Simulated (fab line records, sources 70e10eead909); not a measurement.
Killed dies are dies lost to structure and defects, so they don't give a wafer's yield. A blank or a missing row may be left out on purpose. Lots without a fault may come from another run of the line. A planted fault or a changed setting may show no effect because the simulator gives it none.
One fault seen from 2 desks | flow nand_harc | each desk has only its own numbers; what lay behind them comes last

THE METROLOGY DESK
What the gauges read, lot by lot, whatever tool the lot ran on: means of the sampled wafers that have a number. A lot is out of limits, marked OUT, if its mean lies more than 4 standard deviations from the usual mean; the brackets give that distance.
Columns: A = cd_nm at NHARC_A_CONTACT_CD_MEAS_15, usual 90.2 nm
lot  | first seen here | A
L114 | day 17 01:52    | 90.3
L113 | day 17 02:58    | 91.2
L117 | day 17 17:20    | 90.0
L115 | day 17 21:34    | 90.4
L118 | day 18 08:38    | 90.1
L124 | day 19 08:17    | 89.5
L126 | day 19 22:47    | 89.5
L125 | day 20 00:58    | 89.8
L128 | day 20 10:50    | 89.6
L127 | day 20 19:59    | 90.9
L129 | day 21 01:10    | 89.2
L134 | day 21 19:50    | 90.7
L136 | day 22 08:30    | 90.5
L135 | day 22 14:10    | 90.1
This desk's finding: nothing out of limits on any of the 14 lots.

THE TOOL OWNER'S DESK: rie_diel-03
The tool's own readings at NHARC_A_CONTACT_ETCH_30 (etches the open film in CF4/CHF3, target depth 60.5 nm, time 30.2 s): means of the sampled wafers that have a number, for each lot that ran on this tool. A lot is out of limits, marked OUT, if its mean lies more than 4 standard deviations from the usual mean; the brackets give that distance.
Columns: A = drypump_motor_current_A at NHARC_A_CONTACT_ETCH_30, usual 5.7 A; B = oes_product_au at NHARC_A_CONTACT_ETCH_30, usual 0.932 a.u.; C = rf_vpp_V at NHARC_A_CONTACT_ETCH_30, usual 369.7 V; D = showerhead_plenum_p_Torr at NHARC_A_CONTACT_ETCH_30, usual 1.55 Torr; E = throttle_valve_pct at NHARC_A_CONTACT_ETCH_30, usual 16.801 %
lot  | first seen here | A   | B                | C     | D    | E
L113 | day 17 01:05    | 5.6 | 0.920            | 370.3 | 1.56 | 16.804
L115 | day 17 19:34    | 6.1 | 0.929            | 369.1 | 1.55 | 16.803
L118 | day 18 06:43    | 5.4 | 0.990            | 368.9 | 1.48 | 16.798
L124 | day 19 06:30    | 6.0 | 0.920            | 370.0 | 1.55 | 16.802
L126 | day 19 20:59    | 5.5 | 0.885            | 368.6 | 1.52 | 16.806
L128 | day 20 09:03    | 5.4 | 0.896            | 367.0 | 1.47 | 16.796
L129 | day 20 22:52    | 5.6 | 0.847 (-4.3) OUT | 370.3 | 1.56 | 16.796
This desk's finding: out of limits on L129; first on L129, day 20 22:52 (oes_product_au at NHARC_A_CONTACT_ETCH_30). In limits: L113, L115, L118, L124, L126, L128.

PUT TOGETHER
The tool owner's desk could have raised an alarm at day 20 22:52, on L129.
The metrology desk saw nothing out of limits.
The metrology desk has L129 on record, within its limits.
Of the lots named, all ran NHARC_A_CONTACT_ETCH_30 on rie_diel-03.

WHAT THE SIMULATOR HAD PUT IN
Process parameter drift: rie_diel-03, from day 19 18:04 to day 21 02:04, at NHARC_A_CONTACT_ETCH_30. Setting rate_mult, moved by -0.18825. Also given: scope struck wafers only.
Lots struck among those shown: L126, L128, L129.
Hours from the fault's start to each desk's first reading out of limits: the tool owner's desk, 29.
